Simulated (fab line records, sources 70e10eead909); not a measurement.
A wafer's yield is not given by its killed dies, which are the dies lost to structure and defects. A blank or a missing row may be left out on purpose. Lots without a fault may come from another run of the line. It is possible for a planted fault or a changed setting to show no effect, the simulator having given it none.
One fault through the eyes of 2 desks    flow nand harc    each desk holds nothing but its own numbers, with what lay behind them at the end

== FROM THE METROLOGY DESK ==
Means of the sampled wafers that have a number, per lot and without regard to the tool the lot ran on: this is what the gauges read. The brackets show how far a lot's mean lies from the usual mean; more than 4 standard deviations puts the lot out of limits, marked OUT.
Columns: A = thk nm at NHARC_A_ONON_D1_THK_MEAS_02, usual 1000 nm; B = thk nm at NHARC_A_ONON_D1_THK_MEAS_34, usual 200.6 nm
lot   first seen here  A     B
L623  day 7 21:53      981   201.3
L624  day 8 03:00      995   199.5
L625  day 8 03:00      1003  200.5
L627  day 8 10:26      1011  203.3
L626  day 8 18:01      1013  203.1
L629  day 9 02:03      985   199.6
L630  day 9 02:04      1018  199.4
L633  day 9 13:29      992   201.7
L631  day 9 13:30      1010  198.8
L632  day 9 13:50      987   198.8
L643  day 12 14:27     1000  204.3
L646  day 13 05:26     996   200.9
This desk found nothing out of limits on any of the 12 lots.

== DESK OF THE TOOL OWNER: pecvd-01 ==
The tool's own readings at NHARC_A_ONON_D1_DEP_33 (deposits SiO2, target thk 200 nm): means of the sampled wafers that have a number, for each lot that ran on this tool. The brackets show how far a lot's mean lies from the usual mean; more than 4 standard deviations puts the lot out of limits, marked OUT.
Columns: A = heater power w at NHARC_A_ONON_D1_DEP_33, usual 581 W; B = rf fwd power W at NHARC_A_ONON_D1_DEP_33, usual 897 W; C = throttle valve pct at NHARC_A_ONON_D1_DEP_33, usual 15.9 %
lot   first seen here  A    B              C
L623  day 8 09:34      542  897            15.7
L625  day 8 14:45      555  897            16.2
L627  day 8 22:16      463  898            16.2
L626  day 9 05:54      529  898            16.0
L630  day 9 13:57      518  898            15.6
L633  day 10 04:34     548  896            16.1
L643  day 13 02:10     553  932 (+11) OUT  15.6
This desk's verdict: out of limits on L643, starting with L643 at day 13 02:10 (rf fwd power W at NHARC_A_ONON_D1_DEP_33). L623, L625, L627, L626, L630, L633: within limits.

== BROUGHT TOGETHER ==
The tool owner's desk had the chance to raise an alarm at day 13 02:10 on L643.
The metrology desk saw nothing out of limits.
The metrology desk holds a record of L643, inside its limits.
All the named lots went through NHARC_A_ONON_D1_DEP_33 on pecvd-01.

== WHAT WAS PUT IN BY THE SIMULATOR ==
pecvd-01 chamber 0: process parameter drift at NHARC_A_ONON_D1_DEP_33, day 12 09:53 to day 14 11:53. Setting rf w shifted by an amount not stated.
Struck lots among those shown: L643.
Hours from the fault's start to each desk's first reading out of limits: the tool owner's desk, 16.
